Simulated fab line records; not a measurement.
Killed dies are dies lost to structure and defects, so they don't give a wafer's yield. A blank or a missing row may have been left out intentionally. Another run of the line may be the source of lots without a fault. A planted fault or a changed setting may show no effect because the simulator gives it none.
Matching of chambers ; flow nandHarc ; 4 sister chambers for NHARC_THIN_TSV_DESCUM_35 on rieDiel-08
The step chemistry O2, time 3 s. 14 wafers are shown with their chamber, then 7 later ones without.

WAFERS PAIRED WITH THEIR CHAMBERS
wafer;chamber;throttleValvePct (%);oesProductAu (a.u.);rfVppV (V)
L649.1;0;11.318;0.994;56.2
L649.3;2;11.290;0.998;56.8
L649.6;2;11.301;0.997;57.0
L653.2;1;11.314;1.009;59.8
L653.4;2;11.316;1.006;56.7
L653.5;1;11.308;1.004;57.8
L655.2;0;11.303;1.005;58.4
L655.3;2;11.310;1.009;57.7
L655.5;3;11.315;0.998;59.3
L660.1;2;11.313;1.003;57.9
L660.2;1;11.308;0.997;57.9
L660.4;3;11.324;0.997;56.7
L658.1;1;11.322;1.007;58.0
L658.3;0;11.309;1.017;58.4

SIGNATURES (means of the wafers above)
reading;chamber 0;chamber 1;chamber 2;chamber 3;scatter within a chamber
throttleValvePct;11.31000;11.31300;11.30600;11.31950;0.00856
oesProductAu;1.00533;1.00425;1.00260;0.99750;0.00673
rfVppV;57.667;58.375;57.220;58.000;1.03
Rule: a wafer's distance from a chamber is the root of the sum, over the readings, of the square of ((its reading less the chamber's mean) divided by the reading's scatter). The wafer belongs to the nearest chamber; if the next one is less than 2 further off, it can't be placed. How the scatter is found: for the shown wafers, subtract from each reading the mean of its chamber, square and add these, divide the total by (wafers less chambers), then take the root.

WAFERS MISSING THEIR CHAMBER
wafer;throttleValvePct (%);oesProductAu (a.u.);rfVppV (V)
L658.6;11.314;1.016;57.8
L667.1;11.318;1.015;58.0
L667.3;11.306;1.011;57.1
L667.4;11.302;0.986;56.4
L669.1;11.295;1.001;57.0
L669.2;11.306;0.999;57.9
L669.4;11.309;1.030;59.4

WHICH CHAMBER EACH ONE RAN IN
wafer;from the rows above;in truth
L658.6;can't be placed: 0 or 1 or 2 or 3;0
L667.1;can't be placed: 1 or 0 or 2 or 3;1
L667.3;can't be placed: 0 or 2 or 1 or 3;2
L667.4;can't be placed: 2 or 3 or 0 or 1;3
L669.1;can't be placed: 2 or 0 or 1 or 3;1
L669.2;can't be placed: 2 or 0 or 1 or 3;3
L669.4;can't be placed: 1 or 0 or 2 or 3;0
0 of 7 placed correctly. Not placeable from these rows: 7 (in 7, the candidates include the true chamber). Number placed wrongly: 0.
